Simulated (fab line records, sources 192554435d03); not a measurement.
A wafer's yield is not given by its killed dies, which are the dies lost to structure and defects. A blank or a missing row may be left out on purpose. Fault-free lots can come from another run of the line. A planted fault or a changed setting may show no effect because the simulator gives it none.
fab line records | flow n5-finfet
[record] lots = 6 | wafers = 18 | last-day = 18
route steps=1938 shown FIN_CUT@157 BEOL_M4@1111 PASSIVATION@1936
lots untouched by any fault: they come from a run of this same line in which no faults occurred
start-h: hours from the record's opening day to when the first of the lot's shown wafers began | wait-h: hours since the lot's step before | " repeats the value in the row above | L1.1+2: one row covering several wafers at once | - no value present, or no start provided | * or withheld: withheld | < > ~ a bound
route shown NAME@n: names a module that has steps shown in the file, with the first one's number in the route | usual: the fault-free wafers' mean and standard deviation | same: alike in all rows | chamber/n: place in a boat | sites: readings site by site | _std_site: the standard deviation of these | _edge_site: inner sites' mean taken away from outer sites' mean | radius-mm: for every site, how far away it sits from the centre of the wafer | mask NAME#n: copy n | behind: the tool/chamber that last shaped the wafer | hold: cause of the lot's hold/its duration in hours/its outcome | device: whichever transistor did not switch (one of n, p or np) | end of line: tests of these same wafers at the route's end | a step given without rows: its recipe and nothing more | killed: the dies lost at the first sort to structure and to defects; this is not the yield of the wafer | map: a wafer's dies, marking killed ones x, the rest . and places with no die _
set.NAME: setting as actually run; set.NAME@STEP: the setting as run at that earlier step | model.NAME: the simulator's own value behind a step, which no gauge read
lots at selected steps of the route; one table per step, one row per wafer
services: a tool's chamber out of use, with start hour (start-h, from the record's first day; less than 0 if before it), hours out, and reason
[[steps]]
[step N5_FIN_CUT_COAT_02]
[recipe] resist = CAR-EUV | spin-rpm = 1500 | resist-thk-nm = 30
[step N5_FIN_CUT_EBR_04]
[recipe] solvent = PGMEA | ebr-width-mm = 1.5
[step N5_FIN_CUT_SOFTBAKE_03]
[recipe] temp-c = 110 | time-s = 60 | resist = CAR-EUV
[step N5_FIN_CUT_EXPOSE_05]
[recipe] mask-id = FIN_CUT | na = 0.33 | source-shape = annular | sigma-inner = 0.35 | sigma-outer = 0.8 | polarization = unpolarized | dose-mj = 45.75
[step N5_FIN_CUT_PEB_06]
[recipe] peb-temp-c = 100 | peb-time-s = 60 | resist = CAR-EUV
[step N5_FIN_CUT_DEVELOP_07]
[recipe] develop-time-s = 30 | developer = TMAH | resist = CAR-EUV | rinse-liquid = surfactant-rinse | dry = air-spin | dev-temp-c = 23
[step N5_FIN_CUT_CD_MEAS_08]
[recipe] target-cd-nm = 29.1 | landing-energy-ev = 500 | detector = se-inlens | polarity = opening
[usual] cd-nm = 29.05/0.24
lot.wafer | tool      | chamber | start-h | wait-h | cd-nm
L994.1    | cd-sem-03 | 0       | 38.88   | -      | 29.43
L994.4    | "         | 0       | "       | "      | 29.03
L994.6    | "         | 0       | "       | "      | 29.10
L103.1    | cd-sem-02 | 0       | 93.90   | -      | 29.15
L103.2    | "         | 0       | "       | "      | 29.36
L103.4    | "         | 0       | "       | "      | 28.70
L104.2    | cd-sem-02 | 0       | 102.96  | -      | 29.31
L104.3    | "         | 0       | "       | "      | 28.77
L104.6    | "         | 0       | "       | "      | 28.97
L105.2    | cd-sem-02 | 0       | 106.77  | -      | 28.89
L105.3    | "         | 0       | "       | "      | 28.93
L105.4    | "         | 0       | "       | "      | 29.27
L114.3    | cd-sem-03 | 0       | 160.48  | -      | 29.58
L114.5    | "         | 0       | "       | "      | 29.28
L114.6    | "         | 0       | "       | "      | 29.32
L115.1    | cd-sem-03 | 0       | 166.27  | -      | 28.97
L115.3    | "         | 0       | "       | "      | 29.18
L115.5    | "         | 0       | "       | "      | 28.79
[step N5_FIN_CUT_OVL_MEAS_09]
[recipe] points-per-wafer = 522
[usual] FIN_CUT_OVL = -0.1/0.73
lot.wafer | tool       | chamber | start-h | wait-h | FIN_CUT_OVL[nm]
L994.1    | overlay-01 | 0       | 38.91   | 0.0    | 0.1
L994.4    | "          | 0       | "       | "      | 0.1
L994.6    | "          | 0       | "       | "      | -0.5
L103.1    | overlay-02 | 0       | 93.93   | 0.0    | -0.3
L103.2    | "          | 0       | "       | "      | -0.8
L103.4    | "          | 0       | "       | "      | 0.9
L104.2    | overlay-01 | 0       | 102.99  | 0.0    | 1.2
L104.3    | "          | 0       | "       | "      | -0.6
L104.6    | "          | 0       | "       | "      | -0.1
L105.2    | overlay-01 | 0       | 106.80  | 0.0    | 0.7
L105.3    | "          | 0       | "       | "      | 0.0
L105.4    | "          | 0       | "       | "      | 0.9
L114.3    | overlay-02 | 0       | 160.52  | 0.0    | -0.3
L114.5    | "          | 0       | "       | "      | 0.8
L114.6    | "          | 0       | "       | "      | -0.5
L115.1    | overlay-01 | 0       | 166.31  | 0.0    | 0.1
L115.3    | "          | 0       | "       | "      | 0.1
L115.5    | "          | 0       | "       | "      | -0.5
[step N5_FIN_CUT_INSPECT_10]
[recipe] mode = adi | inspect-instrument = brightfield
[usual] raw-defect-count = 38/12
lot.wafer | tool              | chamber | start-h | wait-h | raw-defect-count
L994.1    | defect-inspect-01 | -       | 38.97   | 0.1    | 28
L994.4    | "                 | -       | "       | "      | 30
L994.6    | "                 | -       | "       | "      | 31
L103.1    | defect-inspect-01 | -       | 93.99   | 0.1    | 27
L103.2    | "                 | -       | "       | "      | 35
L103.4    | "                 | -       | "       | "      | 39
L104.2    | defect-inspect-01 | -       | 103.05  | 0.0    | 59
L104.3    | "                 | -       | "       | "      | 40
L104.6    | "                 | -       | "       | "      | 41
L105.2    | defect-inspect-01 | -       | 106.85  | 0.0    | 20
L105.3    | "                 | -       | "       | "      | 27
L105.4    | "                 | -       | "       | "      | 20
L114.3    | defect-inspect-01 | -       | 160.57  | 0.0    | 44
L114.5    | "                 | -       | "       | "      | 37
L114.6    | "                 | -       | "       | "      | 30
L115.1    | defect-inspect-02 | -       | 166.37  | 0.1    | 37
L115.3    | "                 | -       | "       | "      | 32
L115.5    | "                 | -       | "       | "      | 46
[step N5_FIN_CUT_DESCUM_13]
[recipe] chemistry = O2 | time-s = 7 | source-power-w = 50 | bias-power-w = 20 | pressure-mtorr = 20 | rf-frequency-hz = 2.712e+07 | temp-c = 40 | resist = CAR-EUV | o2-flow-sccm = 225
[usual] drypump-motor-current-A = 5.7/0.58 | oes-product-au = 0.77/0.1 | rf-vpp-V = 243.4/1.5 | showerhead-plenum-p-Torr = 2.11/0.081 | throttle-valve-pct = 20.40/0.23
lot.wafer | tool        | chamber | start-h | wait-h | drypump-motor-current-A | oes-product-au | rf-hours-counter-h | rf-vpp-V | showerhead-plenum-p-Torr | throttle-valve-pct
L994.1    | rie-diel-06 | 2       | 39.01   | 0.0    | 5.5                     | 0.69           | 229                | 242.9    | 2.07                     | 20.27
L994.4    | "           | 1       | "       | "      | 6.8                     | 0.73           | 164                | 243.4    | 2.16                     | 20.46
L994.6    | "           | 0       | "       | "      | 5.9                     | 0.68           | -                  | 244.8    | 2.18                     | 20.73
L103.1    | rie-diel-03 | 0       | 94.02   | 0.0    | 5.9                     | 0.68           | 238                | 240.0    | 1.97                     | 20.32
L103.2    | "           | 3       | "       | "      | 6.2                     | 0.67           | 246                | 240.9    | 1.98                     | 20.75
L103.4    | "           | 1       | "       | "      | 5.4                     | 0.78           | 157                | 244.1    | 2.19                     | 20.53
L104.2    | rie-diel-03 | 0       | 103.08  | 0.0    | 5.9                     | 0.69           | 241                | 241.8    | 1.97                     | 20.34
L104.3    | "           | 3       | "       | "      | 6.2                     | 0.67           | 248                | 240.9    | 1.98                     | 20.75
L104.6    | "           | 2       | "       | "      | 5.0                     | 0.72           | -                  | 239.4    | 2.00                     | 20.62
L105.2    | rie-diel-03 | 3       | 106.89  | 0.0    | 6.2                     | 0.67           | 249                | 241.4    | 1.98                     | 20.77
L105.3    | "           | 0       | "       | "      | 5.8                     | 0.69           | 242                | 241.4    | 1.97                     | 20.33
L105.4    | "           | 2       | "       | "      | 5.1                     | 0.72           | 199                | 241.0    | 2.00                     | 20.62
L114.3    | rie-diel-04 | 0       | 160.60  | 0.0    | 6.4                     | 0.89           | 31                 | 243.6    | 2.14                     | 20.64
L114.5    | "           | 1       | "       | "      | 4.7                     | 0.69           | -                  | 244.2    | 2.15                     | 20.21
L114.6    | "           | 2       | "       | "      | 5.4                     | 0.91           | -                  | 243.8    | 2.23                     | 20.22
L115.1    | rie-diel-04 | 2       | 166.41  | 0.0    | 5.4                     | 0.90           | 22                 | 246.7    | 2.23                     | 20.21
L115.3    | "           | 1       | "       | "      | 4.7                     | 0.70           | 245                | 244.1    | 2.15                     | 20.23
L115.5    | "           | 0       | "       | "      | 6.4                     | 0.88           | -                  | 242.3    | 2.14                     | 20.65
[step N5_FIN_CUT_ETCH_30]
[recipe] chemistry = N2/H2 | target = underlayer | target-depth-a = 130 | mask-material = CAR-EUV | time-s = 10.4 | ion-energy-ev = 200 | pressure-mtorr = 30 | source-w = 840 | bias-w = 150 | n2-flow-sccm = 200 | h2-flow-sccm = 200 | ends = cleared
[usual] drypump-motor-current-A = 5.7/0.58 | etch-rf-on-time-s = 10.38/0.16 | h2-flow-sccm = 199.9/0.59 | oes-product-au = 0.66/0.087 | rf-vpp-V = 524.3/2.9 | showerhead-plenum-p-Torr = 2.56/0.1 | throttle-valve-pct = 17.87/0.22
lot.wafer | tool        | chamber | start-h | wait-h | drypump-motor-current-A | etch-rf-on-time-s | h2-flow-sccm | oes-product-au | rf-hours-counter-h | rf-vpp-V | showerhead-plenum-p-Torr | throttle-valve-pct
L994.1    | rie-diel-06 | 2       | 39.04   | 0.0    | 5.5                     | 10.55             | 199.8        | 0.59           | 229                | 524.2    | 2.52                     | 17.79
L994.4    | "           | 1       | "       | "      | 6.8                     | 10.34             | 200.2        | 0.62           | 164                | 527.9    | 2.66                     | 18.15
L994.6    | "           | 0       | "       | "      | 5.9                     | 10.70             | 199.4        | 0.58           | -                  | 524.2    | 2.63                     | 18.08
L103.1    | rie-diel-03 | 0       | 94.06   | 0.0    | 5.9                     | 10.16             | 200.1        | 0.59           | 238                | 519.5    | 2.38                     | 17.80
L103.2    | "           | 3       | "       | "      | 6.2                     | 10.38             | 198.5        | 0.58           | 246                | 518.5    | 2.41                     | 18.24
L103.4    | "           | 1       | "       | "      | 5.4                     | 10.34             | 199.1        | 0.66           | 157                | 525.4    | 2.66                     | 18.10
L104.2    | rie-diel-03 | 0       | 103.12  | 0.0    | 5.9                     | 10.34             | 200.6        | 0.58           | 241                | 519.3    | 2.38                     | 17.79
L104.3    | "           | 3       | "       | "      | 6.2                     | 10.47             | 200.1        | 0.57           | 248                | 519.2    | 2.41                     | 18.27
L104.6    | "           | 2       | "       | "      | 5.1                     | 10.59             | 200.1        | 0.61           | -                  | 518.5    | 2.42                     | 17.90
L105.2    | rie-diel-03 | 3       | 106.92  | 0.0    | 6.2                     | 10.47             | 200.3        | 0.58           | 249                | 518.1    | 2.41                     | 18.26
L105.3    | "           | 0       | "       | "      | 5.9                     | 10.31             | 201.3        | 0.58           | 242                | 521.5    | 2.38                     | 17.79
L105.4    | "           | 2       | "       | "      | 5.1                     | 10.50             | 200.2        | 0.62           | 199                | 521.1    | 2.42                     | 17.92
L114.3    | rie-diel-04 | 0       | 160.64  | 0.0    | 6.4                     | 10.18             | 200.8        | 0.76           | 31                 | 524.7    | 2.58                     | 17.92
L114.5    | "           | 1       | "       | "      | 4.7                     | 10.33             | 198.7        | 0.60           | -                  | 525.7    | 2.62                     | 17.75
L114.6    | "           | 2       | "       | "      | 5.4                     | 10.22             | 199.2        | 0.79           | -                  | 529.8    | 2.70                     | 17.68
L115.1    | rie-diel-04 | 2       | 166.44  | 0.0    | 5.4                     | 10.20             | 198.5        | 0.78           | 22                 | 528.3    | 2.70                     | 17.70
L115.3    | "           | 1       | "       | "      | 4.7                     | 10.42             | 199.2        | 0.59           | 245                | 524.3    | 2.61                     | 17.76
L115.5    | "           | 0       | "       | "      | 6.4                     | 10.24             | 201.2        | 0.75           | -                  | 524.9    | 2.58                     | 17.92
[step N5_FIN_CUT_ETCH_20]
[recipe] chemistry = CF4 | target = SiARC | target-depth-a = 260 | mask-material = CAR-EUV | time-s = 43.3 | ion-energy-ev = 80 | pressure-mtorr = 40 | source-w = 545 | bias-w = 36 | Ar_flow_sccm = 100 | cf4-flow-sccm = 100 | ends = cleared
[usual] drypump-motor-current-A = 5.7/0.58 | etch-rf-on-time-s = 43.1/0.76 | oes-product-au = 0.66/0.087 | rf-vpp-V = 184.2/1.3 | showerhead-plenum-p-Torr = 2.15/0.074 | throttle-valve-pct = 15.59/0.21
lot.wafer | tool        | chamber | start-h | wait-h | drypump-motor-current-A | etch-rf-on-time-s | oes-product-au | rf-hours-counter-h | rf-vpp-V | showerhead-plenum-p-Torr | throttle-valve-pct
L994.1    | rie-diel-06 | 2       | 39.06   | 0.0    | 5.5                     | 43.6              | 0.60           | 229                | 184.2    | 2.12                     | 15.55
L994.4    | "           | 1       | "       | "      | 6.8                     | 42.3              | 0.63           | 164                | 184.4    | 2.22                     | 15.74
L994.6    | "           | 0       | "       | "      | 5.9                     | 44.9              | 0.58           | -                  | 184.5    | 2.20                     | 15.73
L103.1    | rie-diel-03 | 0       | 94.07   | 0.0    | 5.9                     | 42.7              | 0.59           | 238                | 182.0    | 2.03                     | 15.70
L103.2    | "           | 3       | "       | "      | 6.2                     | 42.6              | 0.58           | 246                | 183.1    | 2.03                     | 16.00
L103.4    | "           | 1       | "       | "      | 5.4                     | 42.9              | 0.67           | 157                | 182.3    | 2.22                     | 15.59
L104.2    | rie-diel-03 | 0       | 103.14  | 0.0    | 5.9                     | 42.2              | 0.59           | 241                | 180.8    | 2.03                     | 15.70
L104.3    | "           | 3       | "       | "      | 6.2                     | 42.8              | 0.58           | 248                | 183.4    | 2.03                     | 15.99
L104.6    | "           | 2       | "       | "      | 5.1                     | 44.2              | 0.61           | -                  | 182.0    | 2.06                     | 15.82
L105.2    | rie-diel-03 | 3       | 106.94  | 0.0    | 6.2                     | 43.1              | 0.58           | 249                | 183.3    | 2.03                     | 15.98
L105.3    | "           | 0       | "       | "      | 5.8                     | 42.4              | 0.58           | 242                | 183.5    | 2.03                     | 15.73
L105.4    | "           | 2       | "       | "      | 5.1                     | 43.9              | 0.61           | 199                | 183.4    | 2.06                     | 15.81
L114.3    | rie-diel-04 | 0       | 160.66  | 0.0    | 6.4                     | 41.9              | 0.76           | 31                 | 184.5    | 2.18                     | 15.63
L114.5    | "           | 1       | "       | "      | 4.7                     | 43.0              | 0.59           | -                  | 185.4    | 2.20                     | 15.45
L114.6    | "           | 2       | "       | "      | 5.4                     | 41.9              | 0.80           | -                  | 185.3    | 2.27                     | 15.35
L115.1    | rie-diel-04 | 2       | 166.46  | 0.0    | 5.4                     | 42.0              | 0.79           | 22                 | 185.0    | 2.27                     | 15.36
L115.3    | "           | 1       | "       | "      | 4.7                     | 43.1              | 0.60           | 245                | 185.7    | 2.20                     | 15.45
L115.5    | "           | 0       | "       | "      | 6.5                     | 42.2              | 0.76           | -                  | 184.4    | 2.18                     | 15.64
[step N5_FIN_CUT_ETCH_21]
[recipe] chemistry = N2/H2 | target = SOC | target-depth-a = 2190 | overetch-a = 438 | mask-material = SiARC | temp-c = 40 | ion-energy-ev = 100 | bias-w = 61 | time-s = 523.5 | pressure-mtorr = 30 | source-w = 850 | n2-flow-sccm = 200 | h2-flow-sccm = 200
[usual] drypump-motor-current-A = 5.7/0.58 | h2-flow-sccm = 200.1/0.56 | oes-product-au = 0.71/0.089 | rf-vpp-V = 240.9/1.5 | showerhead-plenum-p-Torr = 2.56/0.1 | throttle-valve-pct = 17.82/0.22
lot.wafer | tool        | chamber | start-h | wait-h | drypump-motor-current-A | h2-flow-sccm | oes-product-au | rf-hours-counter-h | rf-vpp-V | showerhead-plenum-p-Torr | throttle-valve-pct
L994.1    | rie-diel-06 | 2       | 39.10   | 0.0    | 5.5                     | 199.8        | 0.63           | 229                | 240.0    | 2.52                     | 17.74
L994.4    | "           | 1       | "       | "      | 6.8                     | 200.0        | 0.67           | 164                | 241.2    | 2.66                     | 18.11
L994.6    | "           | 0       | "       | "      | 5.9                     | 199.0        | 0.63           | -                  | 241.1    | 2.63                     | 18.04
L103.1    | rie-diel-03 | 0       | 94.11   | 0.0    | 5.9                     | 200.6        | 0.62           | 238                | 239.2    | 2.39                     | 17.74
L103.2    | "           | 3       | "       | "      | 6.2                     | 200.2        | 0.62           | 246                | 239.6    | 2.41                     | 18.20
L103.4    | "           | 1       | "       | "      | 5.4                     | 199.8        | 0.71           | 157                | 243.2    | 2.66                     | 18.06
L104.2    | rie-diel-03 | 0       | 103.17  | 0.0    | 5.8                     | 200.2        | 0.63           | 241                | 238.6    | 2.38                     | 17.74
L104.3    | "           | 3       | "       | "      | 6.2                     | 180.0        | 0.62           | 248                | 240.1    | 2.35                     | 17.69
L104.6    | "           | 2       | "       | "      | 5.1                     | 199.9        | 0.66           | -                  | 239.5    | 2.42                     | 17.85
L105.2    | rie-diel-03 | 3       | 106.98  | 0.0    | 6.2                     | 180.5        | 0.62           | 249                | 238.5    | 2.35                     | 17.69
L105.3    | "           | 0       | "       | "      | 5.9                     | 199.8        | 0.62           | 242                | 239.5    | 2.38                     | 17.74
L105.4    | "           | 2       | "       | "      | 5.1                     | 199.8        | 0.66           | 199                | 239.8    | 2.42                     | 17.87
L114.3    | rie-diel-04 | 0       | 160.70  | 0.0    | 6.4                     | 199.6        | 0.81           | 31                 | 241.9    | 2.59                     | 17.86
L114.5    | "           | 1       | "       | "      | 4.7                     | 200.8        | 0.64           | -                  | 240.0    | 2.62                     | 17.71
L114.6    | "           | 2       | "       | "      | 5.4                     | 200.4        | 0.84           | -                  | 241.9    | 2.70                     | 17.63
L115.1    | rie-diel-04 | 2       | 166.50  | 0.0    | 5.4                     | 200.5        | 0.84           | 22                 | 243.0    | 2.70                     | 17.64
L115.3    | "           | 1       | "       | "      | 4.7                     | 201.2        | 0.64           | 245                | 241.0    | 2.61                     | 17.72
L115.5    | "           | 0       | "       | "      | 6.4                     | 199.6        | 0.80           | -                  | 241.6    | 2.58                     | 17.87
[step N5_FIN_CUT_STRIP_23]
[recipe] chemistry = N2/H2 | temp-c = 40 | n2-flow-sccm = 200 | h2-flow-sccm = 200 | rf-frequency-hz = 6e+07
[step N5_BEOL_M4_RC_MEAS_101]
[usual] DIBL_N = 36.3/1.7 | DIBL_P = 36.0/1.9 | IOFF_N = 0.156/0.028 | IOFF_P = 0.21/0.036 | ION_N = 675/11 | ION_P = 463/7.8 | SS_N = 71.6/0.59 | SS_P = 73.2/0.63 | VT_N = 250/3.1 | VT_P = -251/3.4
lot.wafer | tool      | chamber | start-h | wait-h | DIBL_N[mV/V] | DIBL_P[mV/V] | IOFF_N[nA/um] | IOFF_P[nA/um] | ION_N[uA/um] | ION_P[uA/um] | SS_N[mV/dec] | SS_P[mV/dec] | VT_N[mV] | VT_P[mV]
L994.1    | prober-01 | 0       | 175.31  | 0.0    | 36.7         | 36.8         | 0.170         | 0.22          | 666          | 459          | 72.7         | 73.6         | 250      | -250
L994.4    | "         | 0       | "       | "      | 35.6         | 35.7         | 0.141         | 0.20          | 663          | 459          | 71.8         | 73.7         | 249      | -252
L994.6    | "         | 0       | "       | "      | 37.9         | 37.3         | 0.186         | 0.23          | 663          | 457          | 73.1         | 73.9         | 251      | -252
L103.1    | prober-01 | 0       | 229.86  | 0.0    | 36.8         | 35.1         | 0.155         | 0.17          | 680          | 458          | 71.3         | 73.2         | 251      | -255
L103.2    | "         | 0       | "       | "      | 37.9         | 37.3         | 0.170         | 0.21          | 680          | 455          | 71.8         | 73.4         | 252      | -252
L103.4    | "         | 0       | "       | "      | 35.5         | 34.7         | 0.127         | 0.17          | 666          | 457          | 71.3         | 73.3         | 254      | -253
L104.2    | prober-02 | 0       | 245.11  | 0.2    | 34.6         | 34.7         | 0.137         | 0.20          | 670          | 465          | 70.7         | 73.7         | 252      | -251
L104.3    | "         | 0       | "       | "      | 34.2         | 34.1         | 0.140         | 0.20          | 675          | 462          | 70.9         | 73.0         | 250      | -249
L104.6    | "         | 0       | "       | "      | 35.3         | 35.3         | 0.154         | 0.21          | 675          | 460          | 71.0         | 73.4         | 248      | -249
L105.2    | prober-02 | 0       | 250.99  | 0.2    | 37.2         | 36.5         | 0.176         | 0.27          | 687          | 484          | 71.7         | 74.4         | 247      | -242
L105.3    | "         | 0       | "       | "      | 41.3         | 41.8         | 0.272         | 0.39          | 691          | 484          | 73.4         | 75.3         | 241      | -239
L105.4    | "         | 0       | "       | "      | 37.8         | 36.3         | 0.183         | 0.25          | 695          | 480          | 72.4         | 73.2         | 247      | -248
L114.3    | prober-01 | 0       | 303.58  | 0.3    | 35.2         | 35.9         | 0.148         | 0.19          | 658          | 455          | 71.5         | 73.1         | 250      | -252
L114.5    | "         | 0       | "       | "      | 34.0         | 34.7         | 0.128         | 0.17          | 660          | 454          | 71.1         | 72.5         | 254      | -253
L114.6    | "         | 0       | "       | "      | 33.8         | 34.9         | 0.129         | 0.17          | 671          | 459          | 71.4         | 72.5         | 252      | -254
L115.1    | prober-01 | 0       | 320.07  | 0.0    | 39.5         | 37.7         | 0.194         | 0.27          | 682          | 475          | 71.8         | 74.2         | 247      | -243
L115.3    | "         | 0       | "       | "      | 38.9         | 37.6         | 0.184         | 0.26          | 681          | 471          | 71.8         | 73.9         | 247      | -244
L115.5    | "         | 0       | "       | "      | 37.0         | 35.2         | 0.149         | 0.22          | 663          | 461          | 71.9         | 72.4         | 250      | -247
[step N5_PASSIVATION_PROBE_49]
[usual] defect-limited-yield = 91.5/1.5 | killed_at_M0_to_M3 = 30/11 | killed_at_M4_up = 13/4.9 | killed-at-contacts = 14/6.5 | killed-at-front-end = 40/11 | killed-at-other = 3.3/2.7 | killed-dies = 100/18 | killed-open = 67/14 | killed-short = 32/7.8 | sort_bin_4_leakage = 0.00/0.0073 | sort_bin_5_function = 5.0/0.97 | sort_bin_6_memory = 3.2/0.75 | sort_bin_8_speed = 0.00/0.01 | sort-n-pass = 1080/18 | sort-yield-pct = 91.5/1.5
[same] gross-dies = 1180 | killed-at-back-side = 0
lot.wafer | tool      | chamber | start-h | wait-h | defect-limited-yield[%] | killed_at_M0_to_M3 | killed_at_M4_up | killed-at-contacts | killed-at-front-end | killed-at-other | killed-dies | killed-open | killed-short | sort_bin_4_leakage[%] | sort_bin_5_function[%] | sort_bin_6_memory[%] | sort_bin_8_speed[%] | sort-n-pass | sort-yield-pct[%]
L103.1    | prober-01 | -       | 332.84  | 0.0    | 88.8                    | 25                 | 21              | 14                 | 67                  | 5               | 132         | 77          | 55           | 0                     | 6.6                    | 4.0                  | 0                   | 1048        | 88.8
L103.2    | prober-01 | -       | 332.89  | 0.1    | 89.4                    | 39                 | 12              | 19                 | 53                  | 2               | 125         | 74          | 51           | 0                     | 6.3                    | 3.9                  | 0                   | 1055        | 89.4
L103.4    | prober-01 | -       | 332.99  | 0.2    | 92.1                    | 22                 | 17              | 17                 | 32                  | 5               | 93          | 59          | 34           | 0                     | 3.7                    | 3.5                  | 0                   | 1087        | 92.1
L104.2    | prober-01 | -       | 354.80  | 0.1    | 90.6                    | 40                 | 13              | 18                 | 38                  | 2               | 111         | 80          | 29           | 0                     | 5.2                    | 4.0                  | 0.08                | 1069        | 90.6
L104.3    | prober-01 | -       | 354.85  | 0.1    | 89.4                    | 35                 | 7               | 25                 | 46                  | 12              | 125         | 80          | 34           | 0                     | 5.3                    | 4.2                  | 0                   | 1055        | 89.4
L104.6    | prober-01 | -       | 355.00  | 0.3    | 91.3                    | 26                 | 13              | 17                 | 34                  | 13              | 103         | 62          | 41           | 0                     | 4.6                    | 3.8                  | 0                   | 1077        | 91.3
L114.3    | prober-02 | -       | 403.35  | 0.1    | 88.1                    | 65                 | 14              | 19                 | 39                  | 3               | 140         | 99          | 37           | 0                     | 6.3                    | 5.1                  | 0                   | 1040        | 88.1
L114.5    | prober-02 | -       | 403.45  | 0.2    | 89.2                    | 44                 | 17              | 12                 | 53                  | 2               | 128         | 79          | 48           | 0                     | 4.9                    | 5.6                  | 0                   | 1052        | 89.2
L114.6    | prober-02 | -       | 403.50  | 0.3    | 91.4                    | 22                 | 18              | 10                 | 42                  | 10              | 102         | 58          | 36           | 0                     | 4.1                    | 3.9                  | 0                   | 1078        | 91.4
// killed by level:class
L103.1 FIN_SAQP:geometric-particle:short=17 STI_FIN_REVEAL:geometric-particle:open=12 MOL_CONTACT_COAG:geometric-particle:open=12 GATE_CUT:geometric-particle:short=9 FIN_SAQP:geometric-particle:open=7 BEOL_M1:geometric-particle:open=7 BEOL_M0_SAQP:geometric-particle:open=6 BEOL_M0_SAQP:geometric-particle:short=6
L103.2 FIN_SAQP:geometric-particle:short=17 MOL_CONTACT_COAG:geometric-particle:open=15 BEOL_M0_SAQP:geometric-particle:short=13 STI_FIN_REVEAL:geometric-particle:open=9 BEOL_M0_SAQP:geometric-particle:open=9 BEOL_M3:geometric-particle:open=9 FIN_SAQP:geometric-particle:open=7 GATE_CUT:geometric-particle:short=7
L103.4 MOL_CONTACT_COAG:geometric-particle:open=16 FIN_SAQP:geometric-particle:short=7 STI_FIN_REVEAL:geometric-particle:open=7 BEOL_M0_SAQP:geometric-particle:open=7 BEOL_M7:geometric-particle:open=6 BEOL_M0_SAQP:geometric-particle:short=5 FIN_SAQP:geometric-particle:open=3 GATE_CUT:geometric-particle:short=3
L104.2 FIN_SAQP:geometric-particle:open=18 MOL_CONTACT_COAG:geometric-particle:open=13 BEOL_M3:geometric-particle:open=11 FIN_SAQP:geometric-particle:short=8 BEOL_M1:geometric-particle:open=8 BEOL_M0:geometric-particle:open=6 BEOL_M5:geometric-particle:open=6 MOL_CONTACT_COAG:geometric-particle:short=5
L104.3 MOL_CONTACT_COAG:geometric-particle:open=22 HKMG_FIN:area-etch=11 BEOL_M1:geometric-particle:open=10 FIN_SAQP:geometric-particle:open=8 STI_FIN_REVEAL:geometric-particle:open=8 BEOL_M2:geometric-particle:open=6 BEOL_M0_SAQP:geometric-particle:open=6 FIN_SAQP:geometric-particle:short=4
L104.6 MOL_CONTACT_COAG:geometric-particle:open=16 FIN_SAQP:geometric-particle:short=8 BEOL_M0_SAQP:geometric-particle:open=7 FIN_SAQP:geometric-particle:open=6 BEOL_M0_SAQP:geometric-particle:short=6 GATE_CUT:geometric-particle:short=4 BEOL_M5:geometric-particle:open=4 BEOL_M1:geometric-particle:open=4
L114.3 MOL_CONTACT_COAG:geometric-particle:open=16 BEOL_M3:geometric-particle:open=14 BEOL_M2:geometric-particle:open=13 BEOL_M0_SAQP:geometric-particle:open=12 BEOL_M0_SAQP:geometric-particle:short=9 BEOL_M1:geometric-particle:open=9 FIN_SAQP:geometric-particle:short=7 FIN_SAQP:geometric-particle:open=6
L114.5 FIN_SAQP:geometric-particle:open=13 BEOL_M3:geometric-particle:open=13 FIN_SAQP:geometric-particle:short=12 MOL_CONTACT_COAG:geometric-particle:open=10 BEOL_M0_SAQP:geometric-particle:short=9 BEOL_M1:geometric-particle:open=7 GATE_CUT:geometric-particle:short=6 BEOL_M0_SAQP:geometric-particle:open=6
L114.6 FIN_SAQP:geometric-particle:short=12 BEOL_M5:geometric-particle:open=10 BEOL_M3:geometric-particle:open=8 MOL_CONTACT_COAG:geometric-particle:open=8 HKMG_FIN:area-etch=7 STI_FIN_REVEAL:geometric-particle:open=5 FIN_SAQP:geometric-particle:open=4 STARTING-WAFER:geometric-particle:short=4
[[services]]
tool        | chamber | start-h | hours | kind
rie-diel-06 | 3       | 16.53   | 11.1  | repair
rie-diel-04 | 2       | 18.00   | 33.3  | repair
rie-diel-03 | 3       | 20.93   | 10.8  | repair
rie-diel-06 | 2       | 22.53   | 1.3   | repair
rie-diel-04 | 0       | 51.32   | -     | clean
rie-diel-04 | 0       | 51.32   | -     | consumable-replace:focus-ring
rie-diel-04 | 0       | 51.32   | 13.0  | scheduled-down
rie-diel-04 | 0       | 51.32   | 13.0  | vent-cycle
rie-diel-03 | 1       | 59.88   | 17.3  | repair
rie-diel-03 | 2       | 70.11   | 5.4   | repair
rie-diel-04 | 2       | 75.18   | -     | clean
rie-diel-04 | 2       | 75.18   | -     | consumable-replace:focus-ring
rie-diel-04 | 2       | 75.18   | -     | consumable-replace:showerhead
rie-diel-04 | 2       | 75.18   | 23.0  | scheduled-down
rie-diel-04 | 2       | 75.18   | 23.0  | vent-cycle
rie-diel-06 | 3       | 104.73  | 4.3   | repair
rie-diel-03 | 3       | 109.89  | -     | clean
rie-diel-03 | 3       | 109.89  | -     | consumable-replace:focus-ring
rie-diel-03 | 3       | 109.89  | -     | consumable-replace:showerhead
rie-diel-03 | 0       | 128.83  | -     | clean
rie-diel-03 | 0       | 128.83  | -     | consumable-replace:focus-ring
rie-diel-03 | 0       | 128.83  | -     | consumable-replace:showerhead
rie-diel-03 | 0       | 128.83  | 26.8  | scheduled-down
rie-diel-03 | 0       | 128.83  | 26.8  | vent-cycle
[[key]]
[first-sign] step = N5_FIN_CUT_ETCH_21 | reading = h2-flow-sccm | direction = down | sigmas = 35 | usual = 200.1 | struck = 180.2
effect none on later readings
met-at N5_FIN_CUT_ETCH_21
struck-wafers L104.3,L105.2
[baseline-loss] step = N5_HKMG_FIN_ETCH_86 | wafers = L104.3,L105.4
onset-between 94.11 103.17
[fault] kind = process-parameter-drift | tool = rie-diel-03 | chamber = 3 | onset-h = 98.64 | steps = N5_FIN_CUT_ETCH_21 | channel = h2-flow-sccm | offset = -20 | shape = step | end-h = 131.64 | acts-in = these-recipes-only | stated = 200
// baseline-loss: these wafers lose ten dies or more at that step, a loss of the line's own and not of a fault; the sort's usual values leave them out
